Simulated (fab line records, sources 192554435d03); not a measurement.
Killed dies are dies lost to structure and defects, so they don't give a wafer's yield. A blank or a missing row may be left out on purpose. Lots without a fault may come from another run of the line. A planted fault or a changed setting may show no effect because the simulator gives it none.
Split-lot experiment | flow n5_finfet | 7 lots, 21 wafers read, on a route of 1938 steps

THE SPLIT
At N5_BEOL_M5_COAT_65 (time 60 s, resist thk 60 nm), the setting spin_rpm was moved away from the recipe's 1500 rpm on 7 of the 21 wafers read, by -5.3% to +10.1%. The other wafers ran this setting at the recipe's value.

The reading is taken at the split's own step.

THE READING
SOC_of_BEOL_M5_COAT_65.thk_nm (the simulator's own value, which no gauge read), in nm, at N5_BEOL_M5_COAT_65 (time 60 s, resist thk 60 nm). The file gives no usual value for it. The 14 wafers here that ran the recipe average 60.1 nm, standard deviation 0.12 nm.

wafer  | tool, chamber at the split | spin_rpm as run, rpm | against the recipe | SOC_of_BEOL_M5_COAT_65.thk_nm, nm | against lot-mates on the recipe
L076.3 | litho_track-03, 0          | 1420                 | -5.3%              | 61.8                              | +1.8
L076.5 | litho_track-03, 0          | 1420                 | -5.3%              | 61.8                              | +1.8
L076.6 | litho_track-03, 0          | 1500                 | recipe             | 60                                | -
L078.1 | litho_track-03, 0          | 1500                 | recipe             | 60.2                              | -
L078.3 | litho_track-03, 0          | 1651                 | +10.1%             | 57.4                              | -2.7
L078.6 | litho_track-03, 0          | 1500                 | recipe             | 60                                | -
L079.2 | litho_track-03, 0          | 1500                 | recipe             | 60.2                              | -
L079.5 | litho_track-03, 0          | 1500                 | recipe             | 60.2                              | -
L079.6 | litho_track-03, 0          | 1500                 | recipe             | 60                                | -
L080.1 | litho_track-05, 0          | 1500                 | recipe             | 60.2                              | -
L080.3 | litho_track-05, 0          | 1500                 | recipe             | 60.2                              | -
L080.4 | litho_track-05, 0          | 1500                 | recipe             | 60                                | -
L083.3 | litho_track-03, 0          | 1565                 | +4.3%              | 58.8                              | -1.0
L083.4 | litho_track-03, 0          | 1565                 | +4.3%              | 58.8                              | -1.0
L083.6 | litho_track-03, 0          | 1500                 | recipe             | 59.8                              | -
L087.2 | litho_track-01, 0          | 1592                 | +6.1%              | 58.2                              | -1.8
L087.4 | litho_track-01, 0          | 1592                 | +6.1%              | 58.2                              | -1.8
L087.5 | litho_track-01, 0          | 1500                 | recipe             | 60                                | -
L085.3 | litho_track-05, 0          | 1500                 | recipe             | 60                                | -
L085.5 | litho_track-05, 0          | 1500                 | recipe             | 60.2                              | -
L085.6 | litho_track-05, 0          | 1500                 | recipe             | 60.2                              | -

THE FIT
A straight line over all 21 wafers: SOC_of_BEOL_M5_COAT_65.thk_nm changes by -0.295 nm for each +1% of spin_rpm; r = -0.99; the points scatter about the line by 0.13 nm.
The same after taking each lot's own level away (the mean of its wafers on the recipe; 21 wafers): -0.289 nm for each +1%; r = -0.99; scatter 0.13 nm.
On that fit, the largest move of spin_rpm shifts the reading by 2.9 nm.
The lots' own levels span 59.80 to 60.13 nm, that is 2.7 times the standard deviation above.
So the lot-to-lot level changes the slope little: the two slopes agree.
Check: with one of the wafers moved furthest among these (+10.1%) left out of the fit, the line predicts -2.94 nm for it against its lot-mates. It came out at -2.7 nm against them.

OTHER SPLITS ON THESE WAFERS
These wafers also went through other splits before the reading. Each is held against what the fit with the lots' levels taken away leaves over:
other split on the same wafers | wafers away from the commonest value | r with SOC_of_BEOL_M5_COAT_65.thk_nm (lot level and that fit taken away)
N5_BEOL_M2_COAT_62 spin_rpm    | 8                                    | +0.02
N5_BEOL_M3_EXPOSE_08 dose_mj   | 5                                    | +0.17
N5_BEOL_M3_ETCH_64 time_s      | 4                                    | -0.06
N5_BEOL_M4_ILD_DEP_00 time_s   | 9                                    | -0.26
N5_BEOL_M5_EXPOSE_08 dose_mj   | 9                                    | -0.07
N5_BEOL_M5_ETCH_72 bias_w      | 6                                    | +0.18

THE FILE'S OWN FIT
SOC_of_BEOL_M5_COAT_65.thk_nm changes by -0.28 nm for each +1% of spin_rpm, r = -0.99.
